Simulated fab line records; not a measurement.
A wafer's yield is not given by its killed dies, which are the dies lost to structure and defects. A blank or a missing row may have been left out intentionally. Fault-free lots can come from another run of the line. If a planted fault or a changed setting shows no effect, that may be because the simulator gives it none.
Struck lot and sound lot, side by side ; flow nand-harc ; 13 steps out of a route of 1302
Sound: these wafers, L467.1, L467.4, L467.6. Wafers struck: L456.2, L456.3, L456.5. The cause comes at the end.
Per side, at each step with rows, come the tool, then ch with its chambers, and then its first start. Under that, the readings that differ: sound wafers ; struck wafers ; difference of the means ; sigmas: that difference in standard deviations of wafers without a fault.
alike: same words and numbers on both sides, and readings whose means sit less than 2 such deviations apart. not compared: any withheld reading, any reading some wafer has no value for, any bound like >300 that may hide the same value, and any number with overlapping values for which the record gives no deviation.
Wherever a step has rows on one side only, a row that says differs or no value, or a row with sigmas, the two part there. Non-overlapping numbers with no deviation appear without sigmas and do not part them. A reading missing from all wafers of one side parts the sides only when that side holds two or more wafers.

first, 1 step without rows for these wafers: NHARC_A_CONTACT_STRIP_27 (strips in post etch residue remover, time 600 s).
NHARC_A_CONTACT_ALD_18: deposits TiN, target thk 3 nm, pulse time 1 s, ald cycles 150.
  sound on ald-metal-03 ch 0,2,3, day 30 05:02; struck on ald-metal-04 ch 1,2,3, day 25 02:03
reading;sound;struck;difference;sigmas
heater-power-w (W);889 954 1108;1332 1323 1344;+349;+2
  alike: precursor-pulse-height-rel, susceptor-temp-C
NHARC_A_CONTACT_CVD_19: deposits W, target thk 300 nm, time 802 s.
  sound: cvd-w-01 ch 0,1; struck: cvd-w-02 ch 0,1
reading;sound;struck;difference;sigmas
susceptor-temp-C (C);- - -;299.77 300.09 299.54;no value on the sound wafers;
throttle-valve-pct (%);7.6 7.5 7.3;8.2 8.1 8.1;+0.7;+2
  alike: heater-power-w, mfc-h2-sccm
NHARC_A_CONTACT_CMP_20: polishes, t overpolish 30 s, target thk 300 nm.
  sound on cmp-04 ch 0,1, day 30 06:04; struck on cmp-01 ch 2,3, day 25 03:11
reading;sound;struck;difference;sigmas
slurry-flow-ml-min;150.2 150.8 150.3;149.6 149.5 149.3;-1.0;-2
  alike: edge-zone-pressure-frac, motor-current-A, overpolish-run-s, time-to-endpoint-s
following that, these wafers have no rows for 1 step: NHARC_A_CONTACT_SRD_22.
NHARC_A_CONTACT_INSPECT_23:
  sound on defect-inspect-02, day 30 06:28; struck on defect-inspect-01, day 25 03:33
  alike: raw-defect-count
then, 5 steps without rows for these wafers: NHARC_A_BLC_DEHYDRATE_00 (time 120 s); NHARC_A_BLC_HMDS_01 (time 30 s); NHARC_A_BLC_COAT_02 (time 75 s); NHARC_A_BLC_COAT_03 (time 65 s); NHARC_A_BLC_COAT_04 (resist thk 90 nm).
NHARC_A_BLC_SOFTBAKE_05: time 55 s.
  sound on litho-track-04 ch 0, day 30 06:00; struck on litho-track-06 ch 0, day 25 03:00
reading;sound;struck;difference;sigmas
heater-power-total-W (W);188.36 188.57 188.56;176.83 176.81 176.70;-11.72;-84
following that, these wafers have no rows for 1 step: NHARC_A_BLC_EBR_06.

== WHERE THEY PART ==
Last at NHARC_A_BLC_SOFTBAKE_05 as far as this record goes, first at NHARC_A_CONTACT_ALD_18.

WHY: the cause the simulator had injected
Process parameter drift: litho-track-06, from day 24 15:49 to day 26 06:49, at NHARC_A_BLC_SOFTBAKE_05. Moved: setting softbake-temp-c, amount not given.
